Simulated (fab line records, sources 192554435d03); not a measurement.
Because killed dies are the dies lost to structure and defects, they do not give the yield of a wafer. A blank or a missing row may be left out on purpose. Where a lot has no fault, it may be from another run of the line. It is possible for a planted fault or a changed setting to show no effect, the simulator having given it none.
Matching of chambers	flow n5-finfet	N5_GATE_CUT_ETCH_19 on rie-diel-05 has 4 sister chambers
The step etches SiNx in CH3F/O2, target depth 53.7 nm, time 76.7 s. 4 wafers are shown with their chamber, then 7 later ones without.

## WAFERS WITH THEIR CHAMBER
wafer	chamber	showerhead-plenum-p-Torr (Torr)
L813.6	1	1.98
L815.6	0	2.07
L827.1	3	1.98
L827.4	2	2.00

## WAFERS WITHOUT THEIR CHAMBER
wafer	showerhead-plenum-p-Torr (Torr)
L827.5	2.06
L829.2	1.99
L829.3	2.06
L829.4	1.98
L830.2	1.98
L830.3	2.06
L830.6	1.99

## CHAMBER TAKEN BY EACH
wafer	from the rows above	in truth
L827.5	0	0
L829.2	can't be placed: 1 or 2 or 3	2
L829.3	0	0
L829.4	can't be placed: 1 or 3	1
L830.2	can't be placed: 1 or 3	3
L830.3	0	0
L830.6	can't be placed: 1 or 2 or 3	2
Placed correctly: 3 of 7. These rows do not allow placing 4 (true chamber among the candidates in 4). Wrongly placed: 0.
How it was worked out, from the rows above alone: a wafer's distance from a chamber is the root of the sum, over the readings, of the square of ((its reading less the chamber's mean) divided by the reading's scatter). The wafer belongs to the nearest chamber; if the next one is less than 2 further off, it can't be placed. The mean given for a chamber averages the wafers shown for that chamber. The scatter: root of mean squared gap, hidden wafer to nearest shown wafer, with one shown wafer a chamber.
